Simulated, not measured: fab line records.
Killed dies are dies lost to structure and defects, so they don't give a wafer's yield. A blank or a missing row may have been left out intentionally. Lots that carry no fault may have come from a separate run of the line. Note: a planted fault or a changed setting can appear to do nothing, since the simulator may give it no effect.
Split-lot experiment	flow n5_finfet	route with 1938 steps; 7 lots, 21 wafers read

## ABOUT THE SPLIT
At N5_FIN_CUT_COAT_02 (resist thk 30 nm), the setting spin_rpm was moved away from the recipe's 1500 rpm on 5 of the 21 wafers read, by -9.1% to +7.5%. For the rest of the wafers, this setting stayed at what the recipe calls for.

## FROM THE SPLIT TO THE READING: what the file shows between them, 3 steps
- N5_FIN_CUT_EBR_04
- N5_FIN_CUT_SOFTBAKE_03: time 60 s
- N5_FIN_CUT_DESCUM_13: chemistry O2, time 7 s

## THE READING
CAR-EUV_of_FIN_CUT_COAT_02.thk_nm (the simulator's own value, which no gauge read), in nm, at N5_FIN_CUT_ETCH_30 (etches underlayer in N2/H2, target depth 13 nm, time 10.4 s). There is no usual value for it anywhere in the file. Across the 16 wafers here that went through the recipe, the average is 14.7 nm and the standard deviation 0.15 nm.

wafer	tool, chamber at the split	spin_rpm as run, rpm	against the recipe	CAR-EUV_of_FIN_CUT_COAT_02.thk_nm, nm	against lot-mates on the recipe
L080.1	litho_track-03, 0	1372	-8.5%	16	+1.5
L080.4	litho_track-03, 0	1500	recipe	14.4	-
L080.5	litho_track-03, 0	1500	recipe	14.6	-
L083.3	litho_track-01, 0	1500	recipe	14.6	-
L083.4	litho_track-01, 0	1500	recipe	14.6	-
L083.6	litho_track-01, 0	1500	recipe	14.6	-
L087.2	litho_track-01, 0	1500	recipe	14.8	-
L087.3	litho_track-01, 0	1500	recipe	14.6	-
L087.5	litho_track-01, 0	1500	recipe	14.6	-
L091.2	litho_track-03, 0	1613	+7.5%	13.6	-1.4
L091.5	litho_track-03, 0	1500	recipe	15	-
L091.6	litho_track-03, 0	1613	+7.5%	13.4	-1.6
L095.3	litho_track-04, 0	1500	recipe	14.6	-
L095.4	litho_track-04, 0	1500	recipe	14.8	-
L095.5	litho_track-04, 0	1500	recipe	14.8	-
L096.1	litho_track-04, 0	1500	recipe	14.8	-
L096.3	litho_track-04, 0	1500	recipe	14.6	-
L096.6	litho_track-04, 0	1407	-6.2%	15.8	+1.1
L097.4	litho_track-04, 0	1500	recipe	14.4	-
L097.5	litho_track-04, 0	1364	-9.1%	16	+1.4
L097.6	litho_track-04, 0	1500	recipe	14.8	-

FIT RESULTS
A straight line over all 21 wafers: CAR-EUV_of_FIN_CUT_COAT_02.thk_nm changes by -0.157 nm for each +1% of spin_rpm; r = -0.97; the points scatter about the line by 0.15 nm.
The same after taking each lot's own level away (the mean of its wafers on the recipe; 21 wafers): -0.18 nm for each +1%; r = -0.99; scatter 0.12 nm.
That fit puts the effect of the largest move of spin_rpm on the reading at 1.6 nm.
Across the lots, their own levels run from 14.50 to 15.00 nm, a range of 3.3 times the standard deviation given above.
Hence the slope depends on the lot-to-lot level, as the two fits are not the same.
Check: with one of the wafers moved furthest among these (-9.1%) left out of the fit, the line predicts +1.69 nm for it against its lot-mates. It came out at +1.4 nm against them.

## THESE WAFERS: OTHER SPLITS
Note: prior to the reading, these wafers also went through further splits. Each is held against what the fit with the lots' levels taken away leaves over:
other split on the same wafers	wafers away from the commonest value	r with CAR-EUV_of_FIN_CUT_COAT_02.thk_nm (lot level and that fit taken away)
N5_ZERO_LAYER_COAT_05 spin_rpm	9	+0.19
N5_ZERO_LAYER_EXPOSE_08 dose_mj	4	+0.31
N5_PMOS_HMC_CHANNEL_EPI_PEB_07 peb_time_s	5	-0.16
N5_FIN_SAQP_PECVD_06 time_s	11	+0.25
N5_FIN_SAQP_COAT_49 time_s	9	+0.22

## THE WHOLE CHAIN: every reading that the file lists as answering this split, in the file's order
step	what it does	reading	change (the file's fit)	r (the file's)
N5_FIN_CUT_COAT_02	resist thk 30 nm	CAR-EUV_of_FIN_CUT_COAT_02.thk_nm (the simulator's own value, which no gauge read)	-0.156 nm for each +1% of the setting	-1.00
N5_FIN_CUT_ETCH_30	etches underlayer in N2/H2, target depth 13 nm, time 10.4 s	CAR-EUV_of_FIN_CUT_COAT_02.thk_nm (the simulator's own value, which no gauge read)	-0.174 nm for each +1% of the setting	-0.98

## THE FILE'S OWN FIT
CAR-EUV_of_FIN_CUT_COAT_02.thk_nm changes by -0.174 nm for each +1% of spin_rpm, r = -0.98.
